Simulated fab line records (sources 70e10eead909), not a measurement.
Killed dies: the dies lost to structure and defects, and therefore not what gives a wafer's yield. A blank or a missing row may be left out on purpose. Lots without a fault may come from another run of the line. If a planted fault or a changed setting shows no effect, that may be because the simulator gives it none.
Matching of chambers / flow nand harc / 4 sister chambers for NHARC_A_STAIRCASE_TRIM_20 on rie diel-02
The step chemistry O2, time 211.2 s. 4 wafers are shown with their chamber, then 10 later ones without.

EACH WAFER AND ITS CHAMBER
wafer=L082.3; chamber=3; showerhead plenum p Torr (Torr)=3.65
wafer=L087.6; chamber=1; showerhead plenum p Torr (Torr)=3.35
wafer=L089.2; chamber=0; showerhead plenum p Torr (Torr)=3.72
wafer=L089.3; chamber=2; showerhead plenum p Torr (Torr)=3.43

WAFERS WITHOUT THEIR CHAMBER
wafer=L089.5; showerhead plenum p Torr (Torr)=3.63
wafer=L093.1; showerhead plenum p Torr (Torr)=3.42
wafer=L093.4; showerhead plenum p Torr (Torr)=3.63
wafer=L093.6; showerhead plenum p Torr (Torr)=3.42
wafer=L095.2; showerhead plenum p Torr (Torr)=3.42
wafer=L095.4; showerhead plenum p Torr (Torr)=3.71
wafer=L095.6; showerhead plenum p Torr (Torr)=3.42
wafer=L096.2; showerhead plenum p Torr (Torr)=3.34
wafer=L096.4; showerhead plenum p Torr (Torr)=3.42
wafer=L096.6; showerhead plenum p Torr (Torr)=3.71

THE CHAMBER EACH PASSED THROUGH
wafer=L089.5; from the rows above=3; in truth=3
wafer=L093.1; from the rows above=2; in truth=2
wafer=L093.4; from the rows above=3; in truth=3
wafer=L093.6; from the rows above=2; in truth=2
wafer=L095.2; from the rows above=2; in truth=2
wafer=L095.4; from the rows above=0; in truth=0
wafer=L095.6; from the rows above=2; in truth=2
wafer=L096.2; from the rows above=1; in truth=1
wafer=L096.4; from the rows above=2; in truth=2
wafer=L096.6; from the rows above=0; in truth=0
Correct placement for 10 of the 10. Number that these rows cannot place: 0. 0 placed wrongly.
How it was worked out, from the rows above alone: a wafer's distance from a chamber is the root of the sum, over the readings, of the square of ((its reading less the chamber's mean) divided by the reading's scatter). The wafer belongs to the nearest chamber; if the next one is less than 2 further off, it can't be placed. A chamber's mean is the mean of its shown wafers. The scatter: with one shown wafer a chamber, the root of the mean of the squares of how far each hidden wafer lies from its nearest shown one.
